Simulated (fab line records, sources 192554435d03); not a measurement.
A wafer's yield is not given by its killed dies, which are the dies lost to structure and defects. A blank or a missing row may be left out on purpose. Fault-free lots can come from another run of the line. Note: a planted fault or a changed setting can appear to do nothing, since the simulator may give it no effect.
What tool caused it? + flow n5_finfet + Sampling: 10 lots, 30 wafers, 3 of 1938 route steps

WHAT THE GAUGES READ, wafer by wafer
N5_PASSIVATION_CD_MEAS_10: target cd 3000 nm. Usual: cd_nm reads 3000.3 nm (standard deviation 2.6).
| lot  | measured     | on        | cd_nm (nm)           | flag |
|------|--------------|-----------|----------------------|------|
| L152 | day 12 17:45 | cd_sem-03 | 2998.7 3000.9 3002.3 |      |
| L154 | day 12 16:49 | cd_sem-02 | 3003.7 3002.2 2999.4 |      |
| L158 | day 13 22:03 | cd_sem-02 | 2998.7 3000.3 2999.1 |      |
| L160 | day 14 17:59 | cd_sem-03 | 2998.3 3000.5 3000.5 |      |
| L168 | day 16 09:18 | cd_sem-01 | 3001.3 3000.5 2998.9 |      |
| L165 | day 17 06:11 | cd_sem-03 | 3002.1 2999.4 2998.2 |      |
| L169 | day 17 03:46 | cd_sem-03 | 3002.1 3002.0 3003.8 |      |
| L172 | day 17 06:25 | cd_sem-03 | 3001.8 3003.2 3002.1 |      |
| L173 | day 18 08:11 | cd_sem-01 | 3002.1 3001.5 3003.9 |      |
| L174 | day 18 23:50 | cd_sem-02 | 2997.3 3000.4 2999.4 |      |

WHICH TOOL RAN EACH LOT (tool, then ch and the chambers of the sampled wafers, then the start)
| lot  | N5_MIM_TOP_ETCH_STRIP_01           | N5_MIM_BOT_ETCH_STRIP_01           |
|------|------------------------------------|------------------------------------|
| L152 | rie_diel-05 ch 2,3, day 12 12:38   | rie_diel-01 ch 2,3, day 12 13:52   |
| L154 | rie_diel-04 ch 0,1,2, day 12 13:23 | rie_diel-01 ch 1,2, day 12 14:24   |
| L158 | rie_diel-03 ch 0,2,3, day 13 19:58 | rie_diel-06 ch 0,1,3, day 13 20:53 |
| L160 | rie_diel-03 ch 0,1,3, day 14 15:00 | rie_diel-01 ch 0,1, day 14 16:08   |
| L168 | rie_diel-05 ch 0,3, day 16 06:36   | rie_diel-02 ch 1,2,3, day 16 07:45 |
| L165 | rie_diel-04 ch 0,1,2, day 17 01:26 | rie_diel-06 ch 1,2,3, day 17 02:29 |
| L169 | rie_diel-03 ch 0,2,3, day 17 01:34 | rie_diel-01 ch 0,1,2, day 17 02:39 |
| L172 | rie_diel-04 ch 1,2,3, day 17 03:25 | rie_diel-02 ch 0,1,3, day 17 04:31 |
| L173 | rie_diel-04 ch 1,2, day 18 05:49   | rie_diel-02 ch 1,3, day 18 06:58   |
| L174 | rie_diel-04 ch 0,1, day 18 21:13   | rie_diel-01 ch 0,2,3, day 18 22:20 |
- N5_MIM_TOP_ETCH_STRIP_01: strips in O2.
- N5_MIM_BOT_ETCH_STRIP_01: strips in O2.

AS READ BY THE TOOLS THEMSELVES (means over the sampled wafers that have a number; for cases with no such wafer, the mark the record gives instead)
N5_MIM_TOP_ETCH_STRIP_01. Usual: chamber_pressure_mTorr 30.01 mTorr, standard deviation 0.081; drypump_motor_current_A 5.7 A, standard deviation 0.45; oes_product_au 0.76 a.u., standard deviation 0.091; rf_vpp_V 3.7 V, standard deviation 1.3; showerhead_plenum_p_Torr 2.11 Torr, standard deviation 0.059; throttle_valve_pct 16.79 %, standard deviation 0.27.
| lot  | tool        | chamber_pressure_mTorr (mTorr) | drypump_motor_current_A (A) | oes_product_au (a.u.) | rf_vpp_V (V) | showerhead_plenum_p_Torr (Torr) | throttle_valve_pct (%) | flag |
|------|-------------|--------------------------------|-----------------------------|-----------------------|--------------|---------------------------------|------------------------|------|
| L152 | rie_diel-05 | 29.98                          | 5.6                         | 0.70                  | 4.3          | 2.08                            | 16.79                  |      |
| L154 | rie_diel-04 | 29.97                          | 6.1                         | 0.82                  | 3.1          | 2.14                            | 16.68                  |      |
| L158 | rie_diel-03 | 29.95                          | 5.4                         | 0.81                  | 1.8          | 2.12                            | 16.72                  |      |
| L160 | rie_diel-03 | 29.91                          | 5.4                         | 0.77                  | 3.8          | 2.10                            | 16.93                  |      |
| L168 | rie_diel-05 | 30.04                          | 5.8                         | 0.69                  | 4.0          | 2.14                            | 17.01                  |      |
| L165 | rie_diel-04 | 29.99                          | 6.0                         | 0.77                  | 3.2          | 2.12                            | 16.74                  |      |
| L169 | rie_diel-03 | 29.85                          | 5.4                         | 0.78                  | 3.1          | 2.11                            | 16.74                  |      |
| L172 | rie_diel-04 | 30.04                          | 5.7                         | 0.82                  | 4.5          | 2.13                            | 16.67                  |      |
| L173 | rie_diel-04 | 30.07                          | 5.8                         | 0.76                  | 4.7          | 2.13                            | 16.85                  |      |
| L174 | rie_diel-04 | 29.99                          | 6.0                         | 0.87                  | 3.8          | 2.07                            | 16.67                  |      |

N5_MIM_BOT_ETCH_STRIP_01. Usual: chamber_pressure_mTorr 30.01 mTorr, standard deviation 0.078; drypump_motor_current_A 5.7 A, standard deviation 0.53; oes_product_au 0.83 a.u., standard deviation 0.072; rf_vpp_V 3.6 V, standard deviation 1.3; showerhead_plenum_p_Torr 2.12 Torr, standard deviation 0.082; throttle_valve_pct 16.56 %, standard deviation 0.26.
| lot  | tool        | chamber_pressure_mTorr (mTorr) | drypump_motor_current_A (A) | oes_product_au (a.u.) | rf_vpp_V (V) | showerhead_plenum_p_Torr (Torr) | throttle_valve_pct (%) | flag |
|------|-------------|--------------------------------|-----------------------------|-----------------------|--------------|---------------------------------|------------------------|------|
| L152 | rie_diel-01 | 29.98                          | 5.8                         | 0.88                  | 3.7          | 2.06                            | 16.59                  |      |
| L154 | rie_diel-01 | 30.00                          | 6.2                         | 0.89                  | 3.0          | 2.04                            | 16.52                  |      |
| L158 | rie_diel-06 | 30.01                          | 5.2                         | 0.83                  | 3.2          | 2.12                            | 16.50                  |      |
| L160 | rie_diel-01 | 30.07                          | 6.2                         | 0.78                  | 3.6          | 2.06                            | 16.67                  |      |
| L168 | rie_diel-02 | 29.91                          | 5.8                         | 0.87                  | 3.3          | 2.22                            | 16.37                  |      |
| L165 | rie_diel-06 | 30.02                          | 5.2                         | 0.78                  | 2.9          | 2.07                            | 16.66                  |      |
| L169 | rie_diel-01 | 29.98                          | 5.9                         | 0.79                  | 4.0          | 2.04                            | 16.56                  |      |
| L172 | rie_diel-02 | 30.05                          | 5.9                         | 0.92                  | 3.1          | 2.22                            | 16.28                  |      |
| L173 | rie_diel-02 | 30.05                          | 5.7                         | 0.87                  | 3.5          | 2.21                            | 16.28                  |      |
| L174 | rie_diel-01 | 29.99                          | 5.7                         | 0.77                  | 4.5          | 2.05                            | 16.62                  |      |

THE ANSWER, worked out from the rows above alone
Rule: a lot counts as off when the mean over its wafers that have a number is more than 3 standard deviations away from the usual mean. Also off: a lot with no number at a reading for which 4 or more lots have one. Where the step has rows for the other lots, those lots are counted as sound. Order of review: gauges by route order, followed by the tools' own readings, for which a lot's mean as printed above is used. At the first step where some lot is off, the reading lying furthest off is the one used; lots without a number count as furthest.
No lot is off on any of the readings shown, so nothing can be concluded from this.

WHAT THE SIMULATOR PUT IN
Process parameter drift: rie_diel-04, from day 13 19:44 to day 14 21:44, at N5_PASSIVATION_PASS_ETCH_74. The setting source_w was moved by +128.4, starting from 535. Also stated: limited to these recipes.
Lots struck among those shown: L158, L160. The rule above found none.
